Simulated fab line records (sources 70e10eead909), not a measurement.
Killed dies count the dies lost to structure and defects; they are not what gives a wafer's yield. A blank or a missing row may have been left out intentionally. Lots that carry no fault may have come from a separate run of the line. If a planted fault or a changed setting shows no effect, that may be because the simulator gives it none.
The tool behind it: which one? | flow nand_harc | 12 lots (36 wafers sampled), 1 step of a 1159-step route

## WHAT THE GAUGES SHOWED, per wafer
NHARC_P_M2_INSPECT_27.
lot  | measured     | on                | raw_defect_count
L075 | day 6 20:23  | defect_inspect-02 | 212 227 389
L077 | day 7 07:12  | defect_inspect-01 | 428 473 336
L079 | day 7 11:32  | defect_inspect-01 | 539 399 860
L081 | day 8 01:32  | defect_inspect-01 | 349 578 246
L083 | day 8 11:46  | defect_inspect-01 | 282 307 263
L087 | day 9 09:05  | defect_inspect-01 | 218 180 240
L085 | day 9 10:10  | defect_inspect-01 | 642 447 292
L091 | day 10 04:19 | defect_inspect-02 | 301 313 229
L090 | day 10 09:37 | defect_inspect-02 | 178 363 247
L094 | day 11 10:37 | defect_inspect-01 | 478 387 401
L095 | day 11 12:42 | defect_inspect-01 | 223 500 212
L097 | day 11 17:40 | defect_inspect-02 | 339 212 154

## TOOL THAT RAN EACH LOT (tool first, then ch and the chambers of the sampled wafers, then the start)
The record shows no process step preceding these readings.

## THE ANSWER, worked out from the rows above alone
Rule: usual is defined by the lots themselves. The widest of any qualifying gaps counts: lots, ordered by their means at a reading, are off when they make up no more than a third of the lots, leave a main group of 4 or more, and stand apart from it by 3 or more times the standard deviation of that group's means. If all means in a main group match to the digits the tables above print for the reading, that group is not used. Also off: a lot with no number at a reading for which 4 or more lots have one. Any other lot the step has rows for is counted as sound.
No lot is off on any of the readings shown, so nothing can be concluded from this.

## WHAT THE SIMULATOR HAD INSERTED
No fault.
